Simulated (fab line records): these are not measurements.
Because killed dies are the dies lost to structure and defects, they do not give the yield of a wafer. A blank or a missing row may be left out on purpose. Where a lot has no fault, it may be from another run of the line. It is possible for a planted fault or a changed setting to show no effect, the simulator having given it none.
Code-filled problem report in 8D (eight disciplines) form | flow n5Finfet | the parts of the form that need people (team, actions taken, sign-off) are left out
Where a reading is given only as a bound, like >300, the bound stands for it, and a mean or a difference that rests on one is marked > or <: the true number lies beyond.

## 1. THE PROBLEM
Wafers without a fault read 313, standard deviation 73; rawDefectCount at N5_DUMMY_GATE_INSPECT_27 reads a mean of 785 on 6 wafers belonging to 2 lots. That is +6.5 standard deviations from the usual mean.
The step: inspects for defects (brightfield).
First observed at day 7 22:53: wafer L807.1, on defectInspect-02. The record has a number at this step for 27 wafers belonging to 9 lots. By rule, "out" or "out of limits" means more than 4 standard deviations away from the usual mean. The rest of the wafers with a number are treated as sound.

## 2. WHAT IT IS, WHAT IT ISN'T
question                    | is                     | is not
which readings at this step | rawDefectCount         | -
which lots                  | L807, L809             | L794, L797, L801, L802, L804, L808, L811
which wafers of those lots  | all that have a number | -
read on which gauges        | defectInspect-02       | defectInspect-01
when                        | from day 7 22:53       | up to then (15 sound wafers); but 6 sound wafers of L808, L811 came after

## 3. THE SUSPECTS, EACH WITH WHAT RULES IT OUT
Counting: any tool at a process step up to the reading is kept as a suspect provided that every lot that is out went through it and no sound lot did after the first of them.
- the gauge at N5_DUMMY_GATE_INSPECT_27: ruled out. All the wafers that are out were read on defectInspect-02, but those of them that N5_SD_EPI_N_INSPECT_26 has rows for are out there too, on other tools.
- rieDiel-04 at N5_DUMMY_GATE_ETCH_29 (etches underlayer in N2/H2, target depth 13 nm): kept. All lots that are out passed through it, beginning with L807 at day 7 21:47, and no sound lot followed; its final sound lot before that point was L804 at day 6 20:52.
- rieSi-05 at N5_DUMMY_GATE_ETCH_32 (etches SiO2 in CF4, target depth 3.5 nm, time 3.9 s): kept. All lots that are out passed through it, beginning with L807 at day 7 22:23, and no sound lot followed; its final sound lot before that point was L802 at day 6 11:43.
Remaining after the count are rieDiel-04 at N5_DUMMY_GATE_ETCH_29 and rieSi-05 at N5_DUMMY_GATE_ETCH_32.

## 4. THE CAUSE (what the simulator had put in)
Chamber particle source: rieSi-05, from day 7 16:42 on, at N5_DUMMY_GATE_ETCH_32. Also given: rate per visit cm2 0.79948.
After counting, 2 suspects remain, this tool included.

## 5. THE CHAIN OF EFFECTS, in route order
Each row: a reading whose mean over the struck wafers that have a number lies more than 3 standard deviations from the usual. Only readings whose record carries a usual standard deviation are examined. hours: median over the lots of the time between each lot's start at the first step of this table that gives one and its start at this step. sigmas: the change, counted in usual standard deviations.
hours | step                     | reading        | usual | on struck wafers | change | sigmas
0     | N5_DUMMY_GATE_INSPECT_27 | rawDefectCount | 313   | 785              | +472   | +6.5
1     | N5_SPACER0_INSPECT_04    | rawDefectCount | 142   | 648              | +506   | +15
2     | N5_SD_EPI_N_INSPECT_11   | rawDefectCount | 1.9   | >300             | >+298  | +99 or more
6     | N5_SD_EPI_N_INSPECT_26   | rawDefectCount | 209   | 750              | +540   | +13

## 6. HOW IT WOULD HAVE BEEN CAUGHT EARLIER
Counted from the fault's start at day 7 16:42, it took 6 hours until the first out-of-limits reading at a measuring or inspecting step in this record, taken at day 7 22:53.
No tool reading at N5_DUMMY_GATE_ETCH_32 that has a usual standard deviation in the record was out on any struck wafer, so an alarm limit of 4 standard deviations on those readings would not have fired.
Of the lots that are out (2), L809 began N5_DUMMY_GATE_ETCH_32 on rieSi-05 after day 7 22:53. Had the tool been put on hold then, it would have been spared.
